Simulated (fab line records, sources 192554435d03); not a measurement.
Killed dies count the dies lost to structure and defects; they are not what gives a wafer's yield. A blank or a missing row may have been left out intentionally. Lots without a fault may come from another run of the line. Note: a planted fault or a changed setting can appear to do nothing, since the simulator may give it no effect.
One fault seen from 2 desks -- flow n5_finfet -- every desk sees just its own numbers, and what lay behind them comes last

== AT THE TOOL OWNER'S DESK: pecvd-01 ==
The tool's own readings at N5_BEOL_M11_PECVD_70 (deposits SiO2 from TEOS/O2, target thk 20 nm, time 22.7 s): means of the sampled wafers that have a number, for each lot that ran on this tool. If a lot's mean is further than 4 standard deviations from the usual mean, the lot is out of limits and carries the mark OUT (the distance appears in the brackets).
Columns: A = heater_power_w at N5_BEOL_M11_PECVD_70, usual 694 W; B = showerhead_plenum_p_Torr at N5_BEOL_M11_PECVD_70, usual 8.78 Torr; C = throttle_valve_pct at N5_BEOL_M11_PECVD_70, usual 22.7 %
lot,first seen here,A,B,C
L131,day 10 13:13,695,8.75,23.3
L132,day 10 22:59,714,8.76,23.1
L141,day 12 23:29,705,8.72,23.6
L143,day 13 20:50,722,8.77,22.7
L145,day 13 22:34,715,8.77,22.7
L149,day 15 07:40,782,8.77,22.2
L150,day 15 14:04,774,8.76,22.2
Finding of this desk: none of the 7 lots has anything out of limits.

== THE METROLOGY DESK ==
What the gauges read for every lot (on any tool): the sampled wafers with a number, averaged. If a lot's mean is further than 4 standard deviations from the usual mean, the lot is out of limits and carries the mark OUT (the distance appears in the brackets).
Columns: A = M11_THK at N5_BEOL_M11_THK_MEAS_53, usual 139.4 nm
lot,first seen here,A
L131,day 10 20:49,141.2
L132,day 11 07:44,141.1
L141,day 13 07:25,140.1
L143,day 14 05:32,134.2
L145,day 14 07:05,142.9
L151,day 15 16:33,140.3
L149,day 15 17:20,137.9
L150,day 15 21:55,137.7
L152,day 15 22:12,139.4
L153,day 16 11:16,135.2
Finding of this desk: none of the 10 lots has anything out of limits.

== BROUGHT TOGETHER ==
The desk of the tool owner found nothing out of limits.
At the metrology desk, nothing out of limits was observed.

== WHAT THE SIMULATOR PUT IN ==
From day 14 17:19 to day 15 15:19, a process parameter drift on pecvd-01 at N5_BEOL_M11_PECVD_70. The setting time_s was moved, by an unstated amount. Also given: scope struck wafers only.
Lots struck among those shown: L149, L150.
